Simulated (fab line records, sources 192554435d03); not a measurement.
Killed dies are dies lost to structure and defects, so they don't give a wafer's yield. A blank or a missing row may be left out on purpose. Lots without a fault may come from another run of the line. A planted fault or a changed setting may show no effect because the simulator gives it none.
Chamber matching | flow n5_finfet | N5_BEOL_M3_DEP_57 on pecvd-01: 3 sister chambers
The step deposits SiCN from 3MS/NH3, target thk 8 nm, time 14 s. 3 wafers are shown with their chamber, then 9 later ones without.

WAFERS WITH THEIR CHAMBER
wafer  | chamber | showerhead_plenum_p_Torr (Torr)
L093.5 | 0       | 3.669
L094.3 | 2       | 3.669
L094.5 | 1       | 3.649

WAFERS WITHOUT THEIR CHAMBER
wafer  | showerhead_plenum_p_Torr (Torr)
L095.1 | 3.680
L095.4 | 3.663
L095.6 | 3.671
L096.2 | 3.686
L096.4 | 3.670
L096.5 | 3.654
L097.3 | 3.648
L097.5 | 3.679
L097.6 | 3.648

WHICH CHAMBER EACH WENT THROUGH
wafer  | from the rows above          | in truth
L095.1 | can't be placed: 0 or 2      | 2
L095.4 | can't be placed: 0 or 2 or 1 | 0
L095.6 | can't be placed: 0 or 2      | 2
L096.2 | can't be placed: 0 or 2      | 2
L096.4 | can't be placed: 0 or 2      | 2
L096.5 | can't be placed: 1 or 0 or 2 | 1
L097.3 | 1                            | 1
L097.5 | can't be placed: 0 or 2      | 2
L097.6 | 1                            | 1
Placed correctly: 2 of 9. Can't be placed from these rows: 7 (the true chamber is among the candidates in 7). Placed wrongly: 0.
How it was worked out, from the rows above alone: a wafer's distance from a chamber is the root of the sum, over the readings, of the square of ((its reading less the chamber's mean) divided by the reading's scatter). The wafer belongs to the nearest chamber; if the next one is less than 2 further off, it can't be placed. A chamber's mean is the mean of its shown wafers. The scatter: with one shown wafer a chamber, the root of the mean of the squares of how far each hidden wafer lies from its nearest shown one.
